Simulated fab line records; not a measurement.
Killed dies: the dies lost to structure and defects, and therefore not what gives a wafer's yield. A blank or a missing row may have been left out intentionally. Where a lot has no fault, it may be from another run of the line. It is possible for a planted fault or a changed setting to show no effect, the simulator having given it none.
Split-lot trial    flow n5-finfet    21 wafers read from 7 lots, route of 1938 steps

ON THE SPLIT
At N5_BEOL_M1_VIA_ETCH_34 (etches the open film in C4F6/O2, target depth 67.8 nm, time 64.4 s), the setting bias-w was moved away from the recipe's 170 W on 9 of the 21 wafers read, by -13.3% to +14.5%. This setting was run at the recipe's value on the other wafers.

The reading is taken at the split's own step.

THE READING
rf-vpp-V, in V, at N5_BEOL_M1_VIA_ETCH_34 (etches the open film in C4F6/O2, target depth 67.8 nm, time 64.4 s). Fault-free wafers of this fab line usually give 669 V, standard deviation 6.3 V.

wafer   tool, chamber at the split  bias-w as run, W  against the recipe  rf-vpp-V, V  against lot-mates on the recipe
L075.2  rie-diel-01, 3              178.4             +4.9%               700          +31
L075.3  rie-diel-01, 0              170               recipe              669          -
L075.4  rie-diel-01, 1              178.4             +4.9%               701          +32
L078.1  rie-diel-01, 1              170               recipe              675          -
L078.3  rie-diel-01, 3              194.6             +14.5%              751          +76
L078.6  rie-diel-01, 1              194.6             +14.5%              751          +76
L077.1  rie-diel-03, 1              170               recipe              661          -
L077.3  rie-diel-03, 3              162.1             -4.6%               640          -21
L077.4  rie-diel-03, 2              170               recipe              661          -
L084.2  rie-diel-01, 0              147.4             -13.3%              597          -67
L084.4  rie-diel-01, 1              147.4             -13.3%              602          -62
L084.6  rie-diel-01, 2              170               recipe              664          -
L087.1  rie-diel-04, 0              170               recipe              680          -
L087.5  rie-diel-04, 2              170               recipe              662          -
L087.6  rie-diel-04, 1              170               recipe              671          -
L088.2  rie-diel-01, 1              170               recipe              674          -
L088.3  rie-diel-01, 0              170               recipe              668          -
L088.6  rie-diel-01, 1              189.6             +11.5%              735          +64
L091.1  rie-diel-01, 0              170               recipe              667          -
L091.4  rie-diel-01, 3              182.9             +7.6%               715          +47
L091.6  rie-diel-01, 0              170               recipe              669          -

THE FIT
A straight line over all 21 wafers: rf-vpp-V changes by +5.57 V for each +1% of bias-w; r = +0.99; the points scatter about the line by 5.1 V.
The same after taking each lot's own level away (the mean of its wafers on the recipe; 21 wafers): +5.2 V for each +1%; r = +0.99; scatter 4.1 V.
Per that fit: largest bias-w move, reading shift of 75 V.
Measured against the standard deviation above, the lots' own levels, which go from 661.0 to 675.0 V, span 2.2 times it.
The two slopes agree, so the slope changes little with the lot-to-lot level.
Check: with one of the wafers moved furthest among these (+14.5%) left out of the fit, the line predicts +77.3 V for it against its lot-mates. Against them it came out at +76 V.
Tool readings at the split's step, against how far the setting was moved: rf-vpp-V r = +0.99.

FURTHER SPLITS ON THESE WAFERS
These wafers also went through other splits before the reading. Each is held against what the fit with the lots' levels taken away leaves over:
other split on the same wafers  wafers away from the commonest value  r with rf-vpp-V (lot level and that fit taken away)
N5_BEOL_M1_DESCUM_33 time-s     6                                     +0.13
N5_BEOL_M1_ETCH_70 bias-w       6                                     +0.06

THE WHOLE CHAIN: every reading that the file lists as answering this split, in the file's order
step                    what it does                                                        reading                                                         change (the file's fit)                r (the file's)
N5_BEOL_M1_VIA_ETCH_34  etches the open film in C4F6/O2, target depth 67.8 nm, time 64.4 s  rf-vpp-V                                                        +5.29 V for each +1% of the setting    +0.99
N5_BEOL_M1_VIA_ETCH_34  etches the open film in C4F6/O2, target depth 67.8 nm, time 64.4 s  etch.depth-nm (the simulator's own value, which no gauge read)  +0.255 nm for each +1% of the setting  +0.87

FILE'S OWN FIT
rf-vpp-V changes by +5.29 V for each +1% of bias-w, r = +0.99.
